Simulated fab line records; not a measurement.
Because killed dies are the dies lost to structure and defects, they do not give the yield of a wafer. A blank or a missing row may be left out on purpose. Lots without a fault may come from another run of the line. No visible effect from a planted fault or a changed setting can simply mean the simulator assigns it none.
2 desks looking at one fault / flow nand_harc / what lay behind the numbers comes last; until then each desk has only its own

## FOR THE TOOL OWNER'S DESK: rie_diel-03
The tool's own readings at NHARC_P_M2_ETCH_28 (etches the open film in CF4/N2, target depth 30 nm, time 72.99 s): means of the sampled wafers that have a number, for each lot that ran on this tool. Marked OUT: a lot whose mean sits more than 4 standard deviations from the usual mean, which makes it out of limits; the brackets give that distance.
Columns: A = drypump_motor_current_A at NHARC_P_M2_ETCH_28, usual 5.8 A; B = n2_flow_sccm at NHARC_P_M2_ETCH_28, usual 100.0 sccm; C = oes_product_au at NHARC_P_M2_ETCH_28, usual 0.996 a.u.; D = rf_fwd_power_W at NHARC_P_M2_ETCH_28, usual 297.5 W; E = rf_vpp_V at NHARC_P_M2_ETCH_28, usual 314.4 V; F = showerhead_plenum_p_Torr at NHARC_P_M2_ETCH_28, usual 2.64 Torr; G = throttle_valve_pct at NHARC_P_M2_ETCH_28, usual 19.794 %
lot=L398; first seen here=day 6 06:55; A=5.4; B=100.0; C=0.991; D=298.7; E=314.4; F=2.63; G=19.792
lot=L403; first seen here=day 8 12:26; A=5.6; B=99.8; C=1.004; D=298.4; E=315.2; F=2.67; G=19.783
lot=L415; first seen here=day 13 11:52; A=5.7; B=99.8; C=0.936 (-4.2) OUT; D=297.4; E=313.4; F=2.58; G=19.800
Finding of this desk: L415 out of limits; the first was L415 at day 13 11:52, on oes_product_au at NHARC_P_M2_ETCH_28. L398, L403 stayed within limits.

## THE DEFECT DESK
Inspection counts along the route, by lot: the mean over sampled wafers that carry a number. Marked OUT: a lot whose mean sits more than 4 standard deviations from the usual mean, which makes it out of limits; the brackets give that distance.
Columns: A = raw_defect_count at NHARC_P_M1_INSPECT_27, usual 314; B = raw_defect_count at NHARC_P_M2_INSPECT_11, usual 5
lot=L398; first seen here=day 6 04:41; A=184; B=5
lot=L399; first seen here=day 6 17:31; A=197; B=3
lot=L402; first seen here=day 8 00:33; A=361; B=3
lot=L403; first seen here=day 8 10:08; A=440; B=3
lot=L404; first seen here=day 9 00:12; A=290; B=5
lot=L406; first seen here=day 9 22:38; A=206; B=4
lot=L407; first seen here=day 10 10:41; A=300; B=9
lot=L408; first seen here=day 10 19:09; A=437; B=6
lot=L410; first seen here=day 11 10:14; A=474; B=4
lot=L415; first seen here=day 13 09:47; A=280; B=4
lot=L417; first seen here=day 14 12:37; A=258; B=6
lot=L420; first seen here=day 15 17:56; A=333; B=6
lot=L421; first seen here=day 16 02:29; A=290; B=3
Result from this desk: across the 13 lots, nothing is out of limits.

## PUT TOGETHER
On L415, at day 13 11:52, an alarm was possible from the tool owner's desk.
The defect desk saw nothing out of limits.
The defect desk has L415 on record, within its limits.
NHARC_P_M2_ETCH_28 was run on rie_diel-03 by each of the lots named.

## WHAT THE SIMULATOR PUT IN
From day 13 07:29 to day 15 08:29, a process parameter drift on rie_diel-03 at NHARC_P_M2_ETCH_28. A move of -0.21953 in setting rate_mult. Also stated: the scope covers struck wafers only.
Lots struck among those shown: L415.
Delay in hours, fault start to first out-of-limits reading, by desk: the tool owner's desk at 4.
